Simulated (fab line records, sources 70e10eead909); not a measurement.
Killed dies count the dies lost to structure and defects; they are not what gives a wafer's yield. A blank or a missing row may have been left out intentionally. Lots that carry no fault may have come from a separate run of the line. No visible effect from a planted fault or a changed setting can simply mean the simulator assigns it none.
Chamber matching ; flow nand_harc ; ald_hk-01 running NHARC_A_CHANNEL_FILL_D2_ALD_25: 4 sister chambers
The step deposits SiOx, target thk 60 nm, pulse time 10 s, ald cycles 600. 4 wafers are shown with their chamber, then 9 later ones without.

## WAFERS, EACH WITH ITS CHAMBER
wafer;chamber;heater_power_w (W)
L088.1;1;516
L088.5;0;453
L089.5;3;389
L089.6;2;455

## WAFERS WITH NO CHAMBER GIVEN
wafer;heater_power_w (W)
L092.1;388
L092.2;440
L092.6;398
L094.4;441
L094.5;396
L094.6;446
L095.2;456
L095.3;510
L095.6;439

## EACH ONE'S CHAMBER
wafer;from the rows above;in truth
L092.1;3;3
L092.2;can't be placed: 0 or 2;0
L092.6;3;3
L094.4;can't be placed: 0 or 2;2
L094.5;3;3
L094.6;can't be placed: 0 or 2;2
L095.2;can't be placed: 2 or 0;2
L095.3;1;1
L095.6;can't be placed: 0 or 2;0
Correctly placed: 4 of 9. Not placeable from these rows: 5 (in 5, the candidates include the true chamber). Number placed wrongly: 0.
How it was worked out, from the rows above alone: a wafer's distance from a chamber is the root of the sum, over the readings, of the square of ((its reading less the chamber's mean) divided by the reading's scatter). The wafer belongs to the nearest chamber; if the next one is less than 2 further off, it can't be placed. Each chamber's mean is taken over the wafers shown for it. The scatter: with one shown wafer a chamber, the root of the mean of the squares of how far each hidden wafer lies from its nearest shown one.
